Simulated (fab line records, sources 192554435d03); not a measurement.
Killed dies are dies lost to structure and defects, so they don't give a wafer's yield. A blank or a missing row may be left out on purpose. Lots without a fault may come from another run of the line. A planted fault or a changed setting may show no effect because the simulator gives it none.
Chamber matching | flow n5_finfet | N5_BEOL_M9_CURE_71 on uv_cure-01: 3 sister chambers
The step cures SiCOH lowk, time 240 s. 6 wafers are shown with their chamber, then 11 later ones without.

WAFERS WITH THEIR CHAMBER
wafer  | chamber | wafer_temp_C_max | lamp_power_pct (%)
L077.3 | 2       | 386.8            | 52.29
L077.6 | 2       | 386.7            | 52.30
L085.6 | 0       | 386.3            | 52.23
L092.3 | 1       | 387.3            | 52.30
L092.5 | 1       | 389.2            | 52.30
L091.1 | 0       | 387.4            | 52.33

WAFERS WITHOUT THEIR CHAMBER
wafer  | wafer_temp_C_max | lamp_power_pct (%)
L091.2 | 386.9            | 52.31
L091.6 | 386.4            | 52.28
L091.3 | 386.4            | 52.32
L091.4 | 386.9            | 52.40
L091.5 | 386.8            | 52.34
L093.3 | 386.8            | 52.30
L093.5 | 387.2            | 52.29
L093.6 | 386.7            | 52.28
L096.1 | 386.9            | 52.32
L096.2 | 387.9            | 52.36
L096.3 | 387.4            | 52.31

WHICH CHAMBER EACH WENT THROUGH
wafer  | from the rows above          | in truth
L091.2 | can't be placed: 2 or 0 or 1 | 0
L091.6 | can't be placed: 0 or 2 or 1 | 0
L091.3 | can't be placed: 2 or 0 or 1 | 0
L091.4 | can't be placed: 2 or 1 or 0 | 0
L091.5 | can't be placed: 2 or 0 or 1 | 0
L093.3 | can't be placed: 2 or 0 or 1 | 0
L093.5 | can't be placed: 0 or 2 or 1 | 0
L093.6 | can't be placed: 0 or 2 or 1 | 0
L096.1 | can't be placed: 2 or 0 or 1 | 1
L096.2 | can't be placed: 1 or 2 or 0 | 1
L096.3 | can't be placed: 2 or 0 or 1 | 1
Placed correctly: 0 of 11. Can't be placed from these rows: 11 (the true chamber is among the candidates in 11). Placed wrongly: 0.
How it was worked out, from the rows above alone: a wafer's distance from a chamber is the root of the sum, over the readings, of the square of ((its reading less the chamber's mean) divided by the reading's scatter). The wafer belongs to the nearest chamber; if the next one is less than 2 further off, it can't be placed. A chamber's mean is the mean of its shown wafers. The scatter: the root of (the sum of the squares of (reading less its chamber's mean) over the shown wafers, divided by (wafers less chambers)).
